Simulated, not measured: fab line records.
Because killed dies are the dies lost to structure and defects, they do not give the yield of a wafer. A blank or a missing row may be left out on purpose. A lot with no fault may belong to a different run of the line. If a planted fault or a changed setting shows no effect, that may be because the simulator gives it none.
Matching of chambers + flow n5Finfet + cmp-03 running N5_GATE_CUT_CMP_61: 4 sister chambers
The step polishes, stops on SiNx, t overpolish 3 s. 4 wafers are shown with their chamber, then 9 later ones without.

## WAFERS, EACH WITH ITS CHAMBER
| wafer  | chamber | motorCurrentA (A) |
|--------|---------|-------------------|
| L080.5 | 0       | 11.4              |
| L083.3 | 1       | 12.6              |
| L090.2 | 2       | 12.3              |
| L090.6 | 3       | 12.9              |

## WAFERS WITH NO CHAMBER GIVEN
| wafer  | motorCurrentA (A) |
|--------|-------------------|
| L092.1 | 11.3              |
| L092.2 | 13.0              |
| L092.4 | 12.4              |
| L094.1 | 11.4              |
| L094.3 | 12.7              |
| L094.4 | 12.9              |
| L096.2 | 12.5              |
| L096.5 | 12.4              |
| L096.6 | 12.6              |

## THE CHAMBER EACH PASSED THROUGH
| wafer  | from the rows above     | in truth                   |
|--------|-------------------------|----------------------------|
| L092.1 | 0                       | 0                          |
| L092.2 | 3                       | 3                          |
| L092.4 | can't be placed: 2 or 1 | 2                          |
| L094.1 | 0                       | 0                          |
| L094.3 | can't be placed: 1 or 3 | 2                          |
| L094.4 | 3                       | 3                          |
| L096.2 | can't be placed: 1 or 2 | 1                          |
| L096.5 | can't be placed: 2 or 1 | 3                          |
| L096.6 | 1                       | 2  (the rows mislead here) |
Correct placement for 4 of the 9. Cannot be placed on the basis of these rows: 4; the candidates contain the true chamber in 2. 1 placed wrongly.
How it was worked out, from the rows above alone: a wafer's distance from a chamber is the root of the sum, over the readings, of the square of ((its reading less the chamber's mean) divided by the reading's scatter). If the next closest chamber is less than 2 further off than the closest, the wafer can't be placed; otherwise it belongs to the closest. The mean given for a chamber averages the wafers shown for that chamber. The scatter: with one shown wafer a chamber, the root of the mean of the squares of how far each hidden wafer lies from its nearest shown one.
